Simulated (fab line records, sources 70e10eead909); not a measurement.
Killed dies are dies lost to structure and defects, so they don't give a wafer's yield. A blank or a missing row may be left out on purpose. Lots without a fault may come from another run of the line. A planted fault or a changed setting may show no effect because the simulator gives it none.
fab line records | flow nand_harc
record lots=24 wafers=72 last_day=24
route steps=1159 shown A_CONTACT@935 A_BLC@981 A_M0@1007
lots that met no fault: from a run of the same line without faults
start_h: hours from the record's first day to the start of the lot's first wafer shown | wait_h: hours since the lot's step before | " the same as in the row above | L1.1+2: a row that stands for several wafers | - no value, or no start given | * or withheld: withheld | < > ~ a bound
route shown NAME@n: a module of which the file shows steps, and the number in the route of the first | usual: mean/standard deviation of fault-free wafers | same: alike in all rows | chamber/n: place in a boat | sites: the reading at each site | _std_site: their standard deviation | _edge_site: outer sites' mean less inner sites' | radius_mm: how far each site lies from the wafer's centre | mask NAME#n: copy n | behind: the tool/chamber that last shaped the wafer | hold: why the lot was held/for how many hours/how that ended | device: the transistor (n, p or np) that didn't switch | end of line: the same wafers' tests at the end of the route | a step without rows: its recipe alone | killed: dies lost to structure and defects at the first sort, not the wafer's yield | map: a wafer's dies, x killed, . not, _ none there
set.NAME: the setting as run; set.NAME@STEP: as run at that earlier step | model.NAME: the simulator's own value behind a step, which no gauge read
steps of the route over a sample of lots; a table a step, a row a wafer
services: from which hour (start_h, from the record's first day; less than 0 if before it) a tool's chamber was out of use, for how many hours, and why
## steps
# step NHARC_A_CONTACT_CD_MEAS_08
# recipe target_cd_nm=100 landing_energy_ev=500
# usual cd_nm=99.8/0.59
# columns lot.wafer tool chamber start_h wait_h cd_nm
L074.4 cd_sem-03 0 375.58 - 100.1
L074.5 " 0 " " 99.9
L074.6 " 0 " " 100.3
L077.1 cd_sem-01 0 401.13 - 99.3
L077.2 " 0 " " 99.5
L077.4 " 0 " " 100.3
L076.3 cd_sem-01 0 401.88 - 99.2
L076.5 " 0 " " 99.0
L076.6 " 0 " " 99.3
L075.1 cd_sem-02 0 409.24 - 99.2
L075.5 " 0 " " 99.4
L075.6 " 0 " " 99.0
L079.1 cd_sem-01 0 420.46 - 99.8
L079.2 " 0 " " 99.6
L079.6 " 0 " " 100.1
L078.4 cd_sem-01 0 425.55 - 99.6
L078.5 " 0 " " 99.0
L078.6 " 0 " " 99.5
L081.1 cd_sem-02 0 429.95 - 100.0
L081.2 " 0 " " 100.9
L081.4 " 0 " " 100.8
L080.3 cd_sem-01 0 443.07 - 99.0
L080.5 " 0 " " 99.4
L080.6 " 0 " " 99.1
L082.4 cd_sem-03 0 451.25 - 100.6
L082.5 " 0 " " 100.3
L082.6 " 0 " " 100.3
L084.1 cd_sem-03 0 453.78 - 99.7
L084.2 " 0 " " 99.6
L084.4 " 0 " " 100.5
L083.4 cd_sem-03 0 458.02 - 99.9
L083.5 " 0 " " 99.7
L083.6 " 0 " " 100.2
L085.2 cd_sem-02 0 458.55 - 99.8
L085.4 " 0 " " 100.0
L085.6 " 0 " " 99.7
L087.1 cd_sem-03 0 462.30 - 100.5
L087.5 " 0 " " 100.2
L087.6 " 0 " " 99.5
L089.4 cd_sem-03 0 462.49 - 99.1
L089.5 " 0 " " 99.3
L089.6 " 0 " " 99.3
L090.1 cd_sem-02 0 472.21 - 100.6
L090.4 " 0 " " 99.8
L090.5 " 0 " " 100.0
L086.1 cd_sem-03 0 475.41 - 100.2
L086.3 " 0 " " 100.1
L086.6 " 0 " " 101.1
L091.1 cd_sem-03 0 476.07 - 99.9
L091.3 " 0 " " 99.9
L091.4 " 0 " " 100.2
L088.1 cd_sem-01 0 477.85 - 100.1
L088.3 " 0 " " 100.5
L088.6 " 0 " " 100.6
L092.1 cd_sem-01 0 491.13 - 99.8
L092.2 " 0 " " 99.2
L092.5 " 0 " " 100.6
L093.1 cd_sem-01 0 498.37 - 99.7
L093.3 " 0 " " 100.3
L093.4 " 0 " " 99.6
L096.1 cd_sem-03 0 508.54 - 101.1
L096.2 " 0 " " 100.9
L096.6 " 0 " " 100.4
L094.1 cd_sem-02 0 514.42 - 99.4
L094.2 " 0 " " 99.8
L094.4 " 0 " " 99.5
L095.3 cd_sem-01 0 518.81 - 99.0
L095.4 " 0 " " 98.9
L095.6 " 0 " " 98.8
L097.1 cd_sem-03 0 523.40 - 99.6
L097.2 " 0 " " 100.3
L097.4 " 0 " " 100.4
# step NHARC_A_CONTACT_CMP_20
# recipe t_overpolish_s=30 target_thk_nm=300
# usual motor_current_A=12.6/1.4 overpolish_run_s=30.001/0.0086 slurry_flow_ml_min=150.0/0.47 time_to_endpoint_s=59/3.3
# columns lot.wafer tool chamber start_h wait_h motor_current_A overpolish_run_s slurry_flow_ml_min time_to_endpoint_s
L074.4 cmp-03 0 401.99 0.7 12.0 30.013 148.6 63
L074.6 " 2 " " 13.1 30.015 151.1 63
L074.5 " 3 " " 9.9 29.983 150.0 64
L077.1 cmp-04 2 415.09 0.6 12.2 30.000 150.5 64
L077.2 " 0 " " 11.3 30.002 149.9 61
L077.4 " 1 " " 13.8 30.019 150.3 60
L076.3 cmp-03 3 415.28 0.5 10.4 29.998 149.8 65
L076.6 " 3 " " 9.6 30.002 150.1 63
L076.5 " 0 " " 12.1 30.007 150.1 64
L075.1 cmp-03 0 419.88 0.8 11.9 29.999 149.8 60
L075.5 " 1 " " 14.6 30.009 150.0 59
L075.6 " 2 " " 13.7 30.008 149.8 62
L079.2 cmp-01 3 428.13 0.6 11.6 30.004 149.3 57
L079.1 " 2 " " 12.1 30.013 150.3 56
L079.6 " 3 " " 11.2 29.995 149.1 60
L078.4 cmp-04 1 437.91 0.4 13.6 30.005 150.2 63
L078.6 " 3 " " 14.0 29.990 149.7 68
L078.5 " 0 " " 11.6 30.007 150.5 60
L081.2 cmp-04 0 438.65 0.7 11.9 30.011 150.3 60
L081.4 " 1 " " 14.2 30.003 149.2 60
L081.1 " 2 " " 11.9 30.006 149.6 64
L080.3 cmp-01 1 453.26 0.5 11.9 30.004 149.5 57
L080.5 " 0 " " 13.3 29.984 149.5 57
L080.6 " 1 " " 11.9 29.997 149.8 56
L082.4 cmp-04 2 456.48 0.6 11.7 30.020 150.0 56
L082.5 " 3 " " 12.7 29.988 149.9 59
L082.6 " 0 " " 12.0 30.002 149.7 56
L084.2 cmp-03 2 461.61 0.6 13.6 30.001 149.5 59
L084.4 " 3 " " 10.1 30.006 150.0 57
L084.1 " 0 " " 11.7 30.005 149.8 55
L083.4 cmp-03 2 462.87 0.4 13.4 30.002 149.9 57
L083.5 " 2 " " 13.8 30.004 150.4 58
L083.6 " 3 " " 9.4 30.014 149.5 59
L085.4 cmp-04 1 464.74 0.4 14.4 29.992 149.2 60
L085.2 " 2 " " 12.1 29.995 150.1 63
L085.6 " 3 " " 13.9 29.997 150.0 64
L087.1 cmp-01 1 467.44 0.7 12.3 30.010 150.4 59
L087.6 " 2 " " 12.0 29.994 150.6 58
L087.5 " 3 " " 11.3 30.001 150.2 61
L089.4 cmp-01 2 468.65 0.5 12.8 29.994 150.7 57
L089.6 " 2 " " 12.4 29.987 150.3 57
L089.5 " 3 " " 11.7 30.001 149.6 59
L090.1 cmp-04 0 476.94 0.7 11.6 30.014 150.5 58
L090.4 " 1 " " 14.2 29.987 150.0 58
L090.5 " 0 " " 11.1 30.006 150.3 57
L091.4 cmp-04 2 493.69 0.5 12.7 30.002 149.9 59
L091.1 " 0 " " 11.5 29.998 149.7 55
L091.3 " 1 " " 14.6 29.985 149.7 58
L086.3 cmp-03 2 494.87 0.4 13.6 30.002 149.7 57
L086.1 " 3 " " 10.3 29.991 150.0 58
L086.6 " 2 " " 13.2 30.012 150.4 60
L088.1 cmp-01 2 495.62 0.8 12.0 30.007 150.2 58
L088.3 " 0 " " 13.8 29.992 149.8 60
L088.6 " 1 " " 12.6 30.017 149.4 54
L092.1 cmp-04 3 499.28 0.6 13.7 30.006 149.7 64
L092.2 " 0 " " 11.4 29.986 149.7 59
L092.5 " 3 " " 13.8 30.000 149.3 66
L093.1 cmp-03 0 505.31 0.8 11.9 29.986 149.6 54
L093.4 " 1 " " 15.8 30.015 149.8 55
L093.3 " 3 " " 10.2 29.990 150.3 59
L096.1 cmp-01 2 514.06 0.7 11.8 30.010 150.1 56
L096.2 " 0 " " 14.0 30.007 149.7 55
L096.6 " 2 " " 11.7 29.998 150.9 57
L094.2 cmp-01 2 520.90 0.8 11.6 29.998 149.8 55
L094.1 " 3 " " 10.9 30.009 150.5 61
L094.4 " 0 " " 13.9 29.992 150.1 56
L095.4 cmp-03 0 525.63 0.4 12.2 29.998 150.2 56
L095.3 " 3 " " 10.4 30.002 149.9 57
L095.6 " 0 " " 12.0 29.992 149.8 57
L097.2 cmp-04 1 528.10 0.6 14.6 30.007 149.8 61
L097.4 " 2 " " 11.7 30.000 150.5 64
L097.1 " 3 " " 13.9 30.002 149.5 64
# step NHARC_A_BLC_CD_MEAS_19
# usual cd_nm=99.5/2.1
# columns lot.wafer tool chamber start_h wait_h cd_nm
L074.4 cd_sem-02 - 404.02 - 103.3
L074.5 " - " " 99.5
L074.6 " - " " 102.9
L077.1 cd_sem-02 - 417.02 - 101.6
L077.2 " - " " 99.5
L077.4 " - " " 99.1
L076.3 cd_sem-01 - 417.35 - 99.7
L076.5 " - " " 101.5
L076.6 " - " " 102.6
L075.1 cd_sem-01 - 421.73 - 101.1
L075.5 " - " " 100.0
L075.6 " - " " 101.4
L079.1 cd_sem-02 - 430.40 - 100.2
L079.2 " - " " 98.6
L079.6 " - " " 97.7
L078.4 cd_sem-03 - 439.93 - 99.6
L078.5 " - " " 96.4
L078.6 " - " " 102.9
L081.1 cd_sem-02 - 440.59 - 101.1
L081.2 " - " " 100.6
L081.4 " - " " 98.4
L080.3 cd_sem-02 - 455.30 - 100.7
L080.5 " - " " 98.8
L080.6 " - " " 101.4
L082.4 cd_sem-02 - 458.51 - 99.3
L082.5 " - " " 99.8
L082.6 " - " " 98.4
L084.1 cd_sem-03 - 463.85 - 100.0
L084.2 " - " " 101.9
L084.4 " - " " 103.0
L083.4 cd_sem-03 - 465.43 - 96.5
L083.5 " - " " 98.8
L083.6 " - " " 97.3
L085.2 cd_sem-02 - 466.96 - 99.1
L085.4 " - " " 98.9
L085.6 " - " " 97.7
L087.1 cd_sem-02 - 469.63 - 101.8
L087.5 " - " " 97.1
L087.6 " - " " 100.8
L089.4 cd_sem-02 - 470.78 - 98.8
L089.5 " - " " 98.9
L089.6 " - " " 93.7
L090.1 cd_sem-01 - 478.98 - 96.0
L090.4 " - " " 101.9
L090.5 " - " " 93.6
L091.1 cd_sem-03 - 495.75 - 101.4
L091.3 " - " " 98.5
L091.4 " - " " 102.8
L086.1 cd_sem-01 - 496.92 - 97.6
L086.3 " - " " 103.0
L086.6 " - " " 98.8
L088.1 cd_sem-01 - 497.66 - 96.7
L088.3 " - " " 96.4
L088.6 " - " " 96.4
L092.1 cd_sem-01 - 501.34 - 100.9
L092.2 " - " " 101.5
L092.5 " - " " 99.6
L093.1 cd_sem-03 - 507.37 - 100.6
L093.3 " - " " 99.1
L093.4 " - " " 101.4
L096.1 cd_sem-02 - 515.98 - 98.1
L096.2 " - " " 97.9
L096.6 " - " " 98.5
L094.1 cd_sem-03 - 522.97 - 97.6
L094.2 " - " " 98.6
L094.4 " - " " 102.5
L095.3 cd_sem-02 - 527.57 - 101.7
L095.4 " - " " 100.8
L095.6 " - " " 102.6
L097.1 cd_sem-02 - 530.04 - 100.4
L097.2 " - " " 102.1
L097.4 " - " " 99.2
# step NHARC_A_BLC_STRIP_29
# recipe cf4_flow_sccm=150 ar_flow_sccm=0 bias_w=0 chemistry=CF4
# usual drypump_motor_current_A=5.8/0.5 oes_product_au=0.997/0.011 rf_vpp_V=59.4/0.89 showerhead_plenum_p_Torr=1.77/0.071 throttle_valve_pct=13.284/0.0081
# columns lot.wafer tool chamber start_h wait_h drypump_motor_current_A oes_product_au rf_hours_counter_h rf_vpp_V showerhead_plenum_p_Torr throttle_valve_pct
L074.4 rie_diel-04 1 404.10 0.1 5.6 0.992 12 58.5 1.68 13.283
L074.6 " 0 " " 5.9 1.011 - 58.7 1.70 13.280
L074.5 " 1 " " 5.5 0.996 - 58.5 1.68 13.296
L077.4 rie_diel-08 1 417.10 0.1 6.3 0.989 10 60.5 1.77 13.287
L077.2 " 2 " " 5.0 0.997 10 60.8 1.84 13.282
L077.1 " 3 " " 5.8 0.984 11 58.8 1.86 13.270
L076.3 rie_diel-08 0 417.45 0.1 6.2 0.986 11 58.0 1.77 13.279
L076.5 " 3 " " 5.8 1.005 - 60.2 1.86 13.283
L076.6 " 0 " " 6.1 0.978 - 58.9 1.77 13.277
L075.1 rie_diel-04 3 421.81 0.1 6.6 1.009 14 58.5 1.69 13.285
L075.6 " 3 " " 6.7 1.008 - 59.2 1.69 13.278
L075.5 " 0 " " 5.9 1.010 - 58.3 1.70 13.294
L079.2 rie_diel-08 2 430.49 0.1 5.0 0.997 11 58.4 1.84 13.292
L079.1 " 0 " " 6.1 0.973 12 59.5 1.77 13.294
L079.6 " 1 " " 6.3 0.988 - 58.9 1.77 13.284
L078.4 rie_diel-04 1 440.00 0.1 5.6 0.996 16 59.3 1.68 13.276
L078.5 " 1 " " 5.6 0.997 - 60.5 1.68 13.280
L078.6 " 2 " " 5.4 0.993 - 59.5 1.81 13.286
L081.1 rie_diel-04 3 440.67 0.1 6.7 0.997 15 58.3 1.69 13.290
L081.2 " 1 " " 5.6 1.006 16 58.4 1.68 13.285
L081.4 " 2 " " 5.4 0.999 15 58.9 1.81 13.274
L080.3 rie_diel-08 0 455.39 0.1 6.1 0.984 14 58.9 1.77 13.278
L080.5 " 2 " " 5.0 0.993 - 59.3 1.84 13.275
L080.6 " 3 " " 5.8 0.996 - 60.2 1.86 13.270
L082.4 rie_diel-04 3 458.59 0.1 6.6 0.995 18 60.7 1.69 13.280
L082.5 " 2 " " 5.4 1.001 - 61.0 1.80 13.285
L082.6 " 3 " " 6.7 1.002 - 59.9 1.69 13.299
L084.4 rie_diel-10 2 463.93 0.1 6.4 0.996 43 59.3 1.80 13.283
L084.2 " 3 " " 5.9 0.992 36 60.0 1.90 13.294
L084.1 " 1 " " 5.7 1.011 39 60.4 1.88 13.280
L083.6 rie_diel-04 1 465.55 0.1 5.6 0.990 - 59.3 1.68 13.283
L083.5 " 3 " " 6.6 0.985 - 58.6 1.68 13.282
L083.4 " 0 " " 5.9 1.008 - 59.0 1.70 13.282
L085.4 rie_diel-10 3 467.03 0.1 5.9 0.999 37 59.8 1.90 13.278
L085.2 " 1 " " 5.7 1.013 39 60.4 1.88 13.291
L085.6 " 3 " " 5.9 1.006 - 60.1 1.90 13.289
L087.1 rie_diel-08 0 469.70 0.1 6.1 0.982 17 57.8 1.76 13.278
L087.5 " 0 " " 6.1 0.990 - 57.6 1.76 13.293
L087.6 " 3 " " 5.8 1.003 - 58.8 1.86 13.283
L089.4 rie_diel-08 0 470.90 0.1 6.1 0.984 - 58.9 1.76 13.272
L089.6 " 2 " " 5.0 0.987 - 60.1 1.84 13.288
L089.5 " 3 " " 5.8 0.990 - 60.7 1.86 13.268
L090.1 rie_diel-08 2 479.05 0.1 5.0 0.986 17 59.5 1.84 13.283
L090.4 " 1 " " 6.2 0.985 15 59.3 1.77 13.274
L090.5 " 3 " " 5.8 0.993 - 58.5 1.86 13.277
L091.3 rie_diel-04 1 495.82 0.1 5.6 1.002 2 59.6 1.68 13.298
L091.4 " 3 " " 6.7 1.005 3 57.6 1.68 13.286
L091.1 " 0 " " 6.0 0.982 3 58.7 1.70 13.279
L086.1 rie_diel-08 2 496.99 0.1 5.0 0.993 1 60.1 1.84 13.283
L086.3 " 0 " " 6.1 0.992 1 59.5 1.76 13.269
L086.6 " 3 " " 5.8 0.983 - 59.7 1.86 13.284
L088.3 rie_diel-04 1 497.74 0.1 5.6 0.999 3 59.9 1.68 13.305
L088.1 " 0 " " 5.9 0.981 3 57.5 1.70 13.276
L088.6 " 1 " " 5.6 1.010 - 59.1 1.68 13.280
L092.2 rie_diel-04 0 501.43 0.1 5.9 0.991 4 58.8 1.70 13.276
L092.1 " 2 " " 5.4 1.004 3 59.6 1.80 13.297
L092.5 " 0 " " 5.9 0.983 - 60.0 1.70 13.299
L093.4 rie_diel-08 1 507.44 0.1 6.3 1.009 3 58.0 1.77 13.288
L093.3 " 2 " " 5.0 1.006 3 59.1 1.84 13.285
L093.1 " 3 " " 5.8 0.976 3 61.0 1.86 13.284
L096.1 rie_diel-08 2 516.06 0.1 5.0 1.005 3 58.9 1.84 13.289
L096.2 " 3 " " 5.8 0.987 3 61.8 1.86 13.284
L096.6 " 3 " " 5.8 0.986 - 60.4 1.86 13.284
L094.1 rie_diel-04 2 523.04 0.1 5.4 1.006 6 59.8 1.80 13.298
L094.4 " 3 " " 6.6 1.008 6 58.4 1.68 13.277
L094.2 " 1 " " 5.5 1.000 5 59.2 1.68 13.288
L095.3 rie_diel-04 0 527.64 0.1 5.9 0.984 6 60.0 1.69 13.283
L095.4 " 1 " " 5.5 1.003 6 58.6 1.68 13.285
L095.6 " 0 " " 5.9 1.003 - 59.3 1.70 13.289
L097.4 rie_diel-04 2 530.11 0.1 5.4 1.015 7 59.5 1.80 13.286
L097.1 " 3 " " 6.7 1.005 7 58.1 1.68 13.288
L097.2 " 0 " " 5.9 0.981 7 58.0 1.70 13.288
# step NHARC_A_M0_DESCUM_14
# recipe time_s=3 o2_flow_sccm=200 ar_flow_sccm=0 bias_power_w=0 chemistry=O2
# usual drypump_motor_current_A=5.3/0.48 oes_product_au=1.003/0.013 rf_vpp_V=57.8/0.94 showerhead_plenum_p_Torr=1.92/0.1 throttle_valve_pct=11.311/0.0086
# columns lot.wafer tool chamber start_h wait_h drypump_motor_current_A oes_product_au rf_hours_counter_h rf_vpp_V showerhead_plenum_p_Torr throttle_valve_pct
L074.5 rie_diel-05 3 415.82 0.1 5.2 0.999 - 58.8 1.98 11.322
L074.4 " 1 " " 4.7 1.014 - 57.9 1.79 11.310
L074.6 " 2 " " 5.2 1.016 - 58.9 2.06 11.318
L077.2 rie_diel-05 2 423.44 0.1 5.2 1.017 6 59.0 2.06 11.312
L077.4 " 3 " " 5.2 1.017 4 58.0 1.98 11.309
L077.1 " 1 " " 4.7 1.007 5 57.9 1.79 11.328
L076.3 rie_diel-05 0 424.32 0.1 4.9 0.994 3 58.5 1.79 11.309
L076.5 " 2 " " 5.2 1.021 - 57.2 2.06 11.301
L076.6 " 3 " " 5.2 1.019 - 56.6 1.98 11.291
L075.1 rie_diel-11 3 428.99 0.1 5.3 1.003 4 58.6 2.01 11.303
L075.5 " 3 " " 5.3 1.006 - 58.3 2.02 11.310
L075.6 " 0 " " 5.6 0.997 - 58.9 2.04 11.315
L079.1 rie_diel-05 2 439.68 0.1 5.2 1.019 7 58.7 2.06 11.309
L079.2 " 3 " " 5.3 1.013 5 58.8 1.98 11.326
L079.6 " 3 " " 5.2 1.011 - 58.3 1.98 11.306
L078.4 rie_diel-12 1 444.85 0.1 6.5 0.991 2 59.3 1.91 11.318
L078.6 " 2 " " 5.8 0.996 - 56.5 1.81 11.319
L078.5 " 3 " " 6.1 0.989 - 58.2 1.98 11.311
L081.1 rie_diel-11 0 445.26 0.1 5.6 1.002 5 58.9 2.04 11.302
L081.4 " 1 " " 5.8 1.004 6 58.8 1.85 11.308
L081.2 " 2 " " 4.7 0.987 5 55.7 1.83 11.305
L080.3 rie_diel-05 0 458.36 0.1 4.9 0.973 6 57.9 1.79 11.312
L080.6 " 0 " " 4.9 0.985 - 56.2 1.79 11.303
L080.5 " 1 " " 4.7 1.014 - 57.0 1.79 11.298
L082.4 rie_diel-12 2 463.41 0.1 5.8 0.999 4 57.4 1.81 11.317
L082.6 " 3 " " 6.1 0.983 - 57.4 1.98 11.299
L082.5 " 0 " " 5.9 1.013 - 57.3 1.96 11.321
L084.1 rie_diel-12 1 466.94 0.1 6.5 0.993 4 56.8 1.91 11.317
L084.4 " 3 " " 6.1 0.993 4 58.4 1.98 11.305
L084.2 " 0 " " 5.8 1.005 4 57.2 1.96 11.315
L083.4 rie_diel-11 0 469.78 0.1 5.7 0.985 7 58.9 2.04 11.300
L083.6 " 0 " " 5.6 0.983 - 59.3 2.04 11.299
L083.5 " 1 " " 5.8 1.006 - 59.1 1.85 11.293
L085.2 rie_diel-05 0 470.13 0.1 4.9 0.987 7 58.9 1.79 11.312
L085.6 " 2 " " 5.1 1.018 - 57.5 2.06 11.313
L085.4 " 1 " " 4.7 1.018 - 57.5 1.79 11.317
L087.1 rie_diel-11 0 472.63 0.1 5.6 0.988 8 57.4 2.04 11.317
L087.6 " 0 " " 5.6 0.989 - 58.1 2.04 11.302
L087.5 " 1 " " 5.8 1.008 - 58.1 1.85 11.302
L089.4 rie_diel-11 1 473.93 0.1 5.8 1.011 8 58.1 1.85 11.320
L089.6 " 3 " " 5.3 1.011 - 58.4 2.01 11.297
L089.5 " 0 " " 5.6 0.996 - 57.8 2.04 11.315
L090.1 rie_diel-05 3 495.55 0.1 5.3 1.016 10 57.9 1.98 11.318
L090.5 " 0 " " 4.9 0.986 - 56.6 1.79 11.320
L090.4 " 2 " " 5.1 1.021 - 58.8 2.05 11.317
L091.3 rie_diel-05 1 500.88 0.1 4.7 1.017 11 57.0 1.79 11.318
L091.1 " 3 " " 5.2 1.007 11 57.4 1.98 11.312
L091.4 " 3 " " 5.2 1.001 - 58.1 1.98 11.317
L086.1 rie_diel-12 1 505.33 0.1 6.5 0.991 7 57.3 1.91 11.317
L086.3 " 3 " " 6.1 0.979 8 57.0 1.98 11.316
L086.6 " 0 " " 5.8 1.004 - 57.5 1.96 11.309
L088.1 rie_diel-05 0 505.51 0.1 4.9 0.993 11 59.6 1.79 11.314
L088.3 " 3 " " 5.3 1.009 - 58.0 1.98 11.298
L088.6 " 0 " " 4.9 0.992 - 56.3 1.79 11.318
L092.1 rie_diel-05 3 506.36 0.1 5.2 1.005 12 57.1 1.98 11.326
L092.2 " 0 " " 4.9 0.981 11 57.0 1.79 11.304
L092.5 " 0 " " 4.9 0.991 - 56.0 1.79 11.312
L093.1 rie_diel-05 0 511.02 0.1 4.9 0.982 12 57.5 1.79 11.306
L093.3 " 1 " " 4.7 1.004 11 56.4 1.79 11.307
L093.4 " 3 " " 5.2 1.005 - 58.9 1.98 11.310
L096.1 rie_diel-11 2 521.50 0.1 4.7 0.996 13 56.6 1.83 11.317
L096.2 " 3 " " 5.3 1.012 13 58.1 2.01 11.327
L096.6 " 1 " " 5.8 1.018 - 56.4 1.85 11.298
L094.2 rie_diel-05 3 526.78 0.1 5.2 0.994 0 58.5 1.98 11.314
L094.1 " 0 " " 4.9 0.995 0 56.9 1.79 11.314
L094.4 " 0 " " 4.9 0.991 - 56.3 1.79 11.297
L095.3 rie_diel-11 3 534.38 0.1 5.3 1.006 14 58.6 2.01 11.318
L095.4 " 2 " " 4.7 1.005 14 57.9 1.83 11.321
L095.6 " 0 " " 5.7 0.987 - 57.1 2.04 11.322
L097.4 rie_diel-11 3 535.57 0.1 5.3 1.016 14 57.9 2.01 11.312
L097.2 " 1 " " 5.8 1.026 15 57.8 1.85 11.315
L097.1 " 2 " " 4.7 0.993 14 56.4 1.83 11.297
# step NHARC_A_M0_STRIP_18
# recipe power_w=1000 n2_flow_sccm=150 h2_flow_sccm=150 ar_flow_sccm=0 bias_w=0 chemistry=N2/H2
# usual drypump_motor_current_A=5.6/0.55 oes_product_au=1.001/0.013 rf_vpp_V=90.7/0.95 showerhead_plenum_p_Torr=2.04/0.096 throttle_valve_pct=14.171/0.0086
# columns lot.wafer tool chamber start_h wait_h drypump_motor_current_A oes_product_au rf_hours_counter_h rf_vpp_V showerhead_plenum_p_Torr throttle_valve_pct
L074.4 rie_diel-12 3 416.29 0.1 6.1 0.994 1.3 91.8 2.11 14.167
L074.6 " 0 " " 5.9 1.006 - 90.4 2.09 14.172
L074.5 " 1 " " 6.5 0.985 - 91.2 2.03 14.167
L077.1 rie_diel-11 2 423.85 0.1 4.7 0.984 4.4 90.2 1.95 14.181
L077.2 " 3 " " 5.3 0.999 4.2 90.3 2.15 14.175
L077.4 " 0 " " 5.6 0.999 4.7 92.0 2.18 14.166
L076.3 rie_diel-11 0 424.73 0.1 5.7 1.003 4.8 91.3 2.18 14.174
L076.5 " 2 " " 4.7 0.989 - 89.1 1.95 14.168
L076.6 " 3 " " 5.3 1.014 - 91.1 2.15 14.156
L075.1 rie_diel-05 0 429.44 0.1 4.9 0.983 4.0 90.2 1.91 14.167
L075.5 " 1 " " 4.7 1.007 - 91.8 1.90 14.166
L075.6 " 2 " " 5.2 1.010 - 90.7 2.20 14.164
L079.1 rie_diel-11 2 440.10 0.1 4.7 0.988 5.0 88.2 1.95 14.170
L079.2 " 0 " " 5.7 1.000 5.3 91.2 2.18 14.171
L079.6 " 1 " " 5.8 1.016 - 90.3 1.97 14.180
L078.4 rie_diel-05 2 445.40 0.1 5.2 1.018 7.9 92.4 2.20 14.174
L078.5 " 2 " " 5.1 1.018 - 90.8 2.20 14.160
L078.6 " 3 " " 5.2 1.007 - 92.1 2.11 14.167
L081.1 rie_diel-12 1 445.63 0.1 6.5 1.005 2.7 89.7 2.03 14.160
L081.4 " 2 " " 5.9 1.011 2.8 89.3 1.93 14.164
L081.2 " 0 " " 5.9 1.021 2.6 89.5 2.09 14.169
L080.3 rie_diel-11 3 458.79 0.1 5.3 1.019 6.1 90.7 2.15 14.158
L080.5 " 1 " " 5.8 1.008 - 90.6 1.97 14.163
L080.6 " 2 " " 4.7 0.981 - 89.9 1.95 14.170
L082.4 rie_diel-11 0 463.83 0.1 5.6 0.993 6.6 92.2 2.17 14.155
L082.5 " 1 " " 5.8 1.016 - 90.4 1.97 14.181
L082.6 " 2 " " 4.7 1.000 - 89.4 1.95 14.157
L084.4 rie_diel-11 0 467.31 0.1 5.6 0.986 7.1 91.5 2.17 14.173
L084.2 " 1 " " 5.8 1.015 7.2 89.4 1.97 14.179
L084.1 " 3 " " 5.3 1.011 6.6 91.3 2.15 14.181
L083.4 rie_diel-11 0 470.20 0.1 5.6 0.999 7.4 90.2 2.17 14.172
L083.6 " 2 " " 4.7 0.990 - 90.9 1.95 14.178
L083.5 " 3 " " 5.3 1.015 - 91.1 2.15 14.171
L085.4 rie_diel-12 0 470.59 0.1 5.9 1.013 4.1 92.6 2.09 14.167
L085.2 " 1 " " 6.5 1.000 3.9 88.7 2.03 14.176
L085.6 " 2 " " 5.8 0.997 - 89.7 1.93 14.173
L087.1 rie_diel-12 1 473.10 0.2 6.5 0.991 4.2 89.9 2.03 14.176
L087.6 " 2 " " 5.8 0.997 - 91.4 1.93 14.174
L087.5 " 3 " " 6.1 0.984 - 91.3 2.11 14.165
L089.4 rie_diel-05 1 474.29 0.1 4.7 1.014 10.4 90.5 1.90 14.171
L089.5 " 1 " " 4.7 1.012 - 90.2 1.90 14.161
L089.6 " 2 " " 5.2 1.025 - 91.9 2.20 14.171
L090.1 rie_diel-05 3 495.97 0.1 5.2 1.012 10.5 90.4 2.11 14.167
L090.4 " 0 " " 4.9 0.993 - 91.5 1.91 14.174
L090.5 " 3 " " 5.3 1.012 - 90.1 2.11 14.181
L091.3 rie_diel-12 0 501.31 0.1 5.8 1.019 7.5 91.5 2.09 14.173
L091.4 " 1 " " 6.5 0.994 7.0 91.6 2.03 14.188
L091.1 " 2 " " 5.8 1.007 8.1 89.2 1.93 14.160
L086.3 rie_diel-11 2 505.70 0.1 4.7 0.997 10.6 90.8 1.94 14.170
L086.1 " 0 " " 5.6 0.983 11.3 93.2 2.17 14.174
L086.6 " 3 " " 5.3 1.011 - 91.5 2.15 14.193
L088.1 rie_diel-05 0 506.07 0.1 4.9 0.992 11.2 89.8 1.90 14.166
L088.3 " 3 " " 5.2 1.009 - 90.2 2.11 14.181
L088.6 " 3 " " 5.2 1.001 - 91.8 2.11 14.159
L092.2 rie_diel-12 2 506.86 0.1 5.8 1.007 8.3 89.9 1.93 14.166
L092.1 " 3 " " 6.1 0.981 8.4 91.2 2.11 14.160
L092.5 " 3 " " 6.1 0.975 - 91.2 2.11 14.179
L093.4 rie_diel-12 2 511.44 0.1 5.8 1.006 8.9 91.2 1.93 14.178
L093.1 " 3 " " 6.1 0.988 9.0 90.7 2.11 14.164
L093.3 " 1 " " 6.5 0.994 7.6 91.7 2.03 14.160
L096.1 rie_diel-12 0 521.93 0.1 5.9 1.004 8.8 91.1 2.09 14.166
L096.2 " 3 " " 6.1 0.985 9.6 90.8 2.11 14.182
L096.6 " 0 " " 5.8 1.011 - 91.7 2.09 14.167
L094.4 rie_diel-11 3 527.20 0.1 5.3 1.013 13.9 90.1 2.15 14.171
L094.1 " 0 " " 5.6 1.004 11.9 90.9 2.17 14.173
L094.2 " 1 " " 5.8 1.029 14.0 89.1 1.97 14.173
L095.3 rie_diel-12 3 534.80 0.1 6.1 0.971 10.8 91.9 2.11 14.171
L095.4 " 0 " " 5.9 0.996 9.7 90.5 2.09 14.165
L095.6 " 1 " " 6.5 0.995 - 89.7 2.03 14.170
L097.1 rie_diel-12 0 535.95 0.1 5.8 1.006 9.8 91.1 2.09 14.168
L097.2 " 2 " " 5.8 1.006 10.6 90.0 1.93 14.179
L097.4 " 3 " " 6.1 0.983 10.9 91.3 2.11 14.169
## services
# columns tool chamber start_h hours kind
rie_diel-12 - 379.46 9.0 pm
rie_diel-08 1 385.48 2.0 repair
rie_diel-04 - 388.29 0.5 repair
rie_diel-05 3 392.92 21.0 repair
cmp-04 - 401.67 4.0 pm
rie_diel-05 0 403.87 19.4 repair
rie_diel-12 - 420.74 14.0 repair
rie_diel-04 1 423.46 4.2 repair
cmp-04 - 423.99 1.9 repair
rie_diel-04 3 428.64 5.6 repair
rie_diel-12 1 447.74 5.4 repair
rie_diel-08 3 458.38 6.1 repair
rie_diel-04 2 461.82 12.0 repair
rie_diel-08 1 462.88 10.4 repair
rie_diel-04 - 465.93 9.0 pm
rie_diel-05 3 466.40 6.8 repair
rie_diel-05 1 475.69 22.6 repair
rie_diel-08 - 479.85 9.0 pm
cmp-04 - 483.79 5.0 repair
rie_diel-05 2 495.93 44.2 repair
rie_diel-05 1 505.41 4.2 repair
rie_diel-11 0 507.74 15.7 repair
rie_diel-05 - 517.60 9.0 pm
rie_diel-12 3 531.88 1.6 repair
## key
fault none
